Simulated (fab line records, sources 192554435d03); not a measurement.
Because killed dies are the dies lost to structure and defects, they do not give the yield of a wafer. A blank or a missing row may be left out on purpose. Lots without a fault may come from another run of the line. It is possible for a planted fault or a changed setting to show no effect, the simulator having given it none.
Matching of chambers ; flow n5Finfet ; N5_BEOL_M7_ETCH_72 on rieDiel-02 has 4 sister chambers
The step etches underlayer in N2/H2, target depth 6.5 nm, time 5.2 s. 4 wafers are shown with their chamber, then 8 later ones without.

== WAFERS PAIRED WITH THEIR CHAMBERS ==
wafer;chamber;drypumpMotorCurrentA (A)
L085.1;3;5.3
L087.1;0;6.3
L087.2;2;6.2
L093.2;1;6.6

== WAFERS WITH NO CHAMBER GIVEN ==
wafer;drypumpMotorCurrentA (A)
L093.3;5.2
L093.5;6.6
L095.1;6.7
L095.2;6.3
L095.5;5.2
L096.2;6.3
L096.4;6.7
L096.6;6.1

== EACH ONE'S CHAMBER ==
wafer;from the rows above;in truth
L093.3;3;3
L093.5;1;1
L095.1;1;1
L095.2;can't be placed: 0 or 2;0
L095.5;3;3
L096.2;can't be placed: 0 or 2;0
L096.4;1;1
L096.6;can't be placed: 2 or 0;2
Correctly placed: 5 of 8. Can't be placed from these rows: 3 (the true chamber is among the candidates in 3). Number placed wrongly: 0.
How it was worked out, from the rows above alone: a wafer's distance from a chamber is the root of the sum, over the readings, of the square of ((its reading less the chamber's mean) divided by the reading's scatter). If the next closest chamber is less than 2 further off than the closest, the wafer can't be placed; otherwise it belongs to the closest. For every chamber, the mean is computed from those of its wafers that are shown. The scatter: with one shown wafer a chamber, the root of the mean of the squares of how far each hidden wafer lies from its nearest shown one.
